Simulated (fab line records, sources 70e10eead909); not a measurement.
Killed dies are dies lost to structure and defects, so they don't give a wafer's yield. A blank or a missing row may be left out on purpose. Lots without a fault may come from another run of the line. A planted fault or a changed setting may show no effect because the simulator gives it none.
One fault seen from 2 desks | flow nand_harc | each desk has only its own numbers; what lay behind them comes last

THE TOOL OWNER'S DESK: rie_diel-08
The tool's own readings at NHARC_A_CONTACT_ETCH_97 (etches the open film in C4F6/O2, target depth 20 nm, time 10 s): means of the sampled wafers that have a number, for each lot that ran on this tool. A lot is out of limits, marked OUT, if its mean lies more than 4 standard deviations from the usual mean; the brackets give that distance.
Columns: A = drypump_motor_current_A at NHARC_A_CONTACT_ETCH_97, usual 5.8 A; B = oes_product_au at NHARC_A_CONTACT_ETCH_97, usual 0.954 a.u.; C = rf_vpp_V at NHARC_A_CONTACT_ETCH_97, usual 545.4 V; D = showerhead_plenum_p_Torr at NHARC_A_CONTACT_ETCH_97, usual 3.85 Torr; E = throttle_valve_pct at NHARC_A_CONTACT_ETCH_97, usual 26.904 %
lot  | first seen here | A   | B     | C     | D    | E
L830 | day 22 21:18    | 6.0 | 0.950 | 545.1 | 3.82 | 26.905
L832 | day 23 05:26    | 6.0 | 0.959 | 545.4 | 3.82 | 26.913
L834 | day 24 07:49    | 6.0 | 0.939 | 544.0 | 3.82 | 26.906
L835 | day 25 07:05    | 6.0 | 0.950 | 545.3 | 3.82 | 26.903
L837 | day 26 04:42    | 5.9 | 0.949 | 544.3 | 3.82 | 26.901
L841 | day 26 22:44    | 5.9 | 0.946 | 544.9 | 3.81 | 26.899
L844 | day 28 10:12    | 5.9 | 0.939 | 545.2 | 3.82 | 26.905
L846 | day 29 03:43    | 6.0 | 0.952 | 544.7 | 3.80 | 26.896
L845 | day 29 10:32    | 5.9 | 0.947 | 544.0 | 3.81 | 26.901
This desk's finding: nothing out of limits on any of the 9 lots.

THE METROLOGY DESK
What the gauges read, lot by lot, whatever tool the lot ran on: means of the sampled wafers that have a number. A lot is out of limits, marked OUT, if its mean lies more than 4 standard deviations from the usual mean; the brackets give that distance.
Columns: A = cd_nm at NHARC_THIN_TSV_CD_MEAS_33, usual 4999.7 nm
lot  | first seen here | A
L829 | day 24 16:57    | 5000.4
L830 | day 24 19:08    | 4998.7
L832 | day 25 03:40    | 4997.9
L833 | day 26 06:22    | 4998.8
L834 | day 26 07:52    | 5001.4
L835 | day 27 07:38    | 4998.9
L837 | day 28 05:29    | 4998.0
L839 | day 28 17:17    | 4999.2
L841 | day 29 04:41    | 5000.8
L844 | day 30 08:09    | 4996.6
L843 | day 30 09:11    | 5001.5
L846 | day 31 05:25    | 5000.9
L845 | day 31 06:28    | 5000.8
This desk's finding: nothing out of limits on any of the 13 lots.

PUT TOGETHER
The tool owner's desk saw nothing out of limits.
The metrology desk saw nothing out of limits.

WHAT THE SIMULATOR HAD PUT IN
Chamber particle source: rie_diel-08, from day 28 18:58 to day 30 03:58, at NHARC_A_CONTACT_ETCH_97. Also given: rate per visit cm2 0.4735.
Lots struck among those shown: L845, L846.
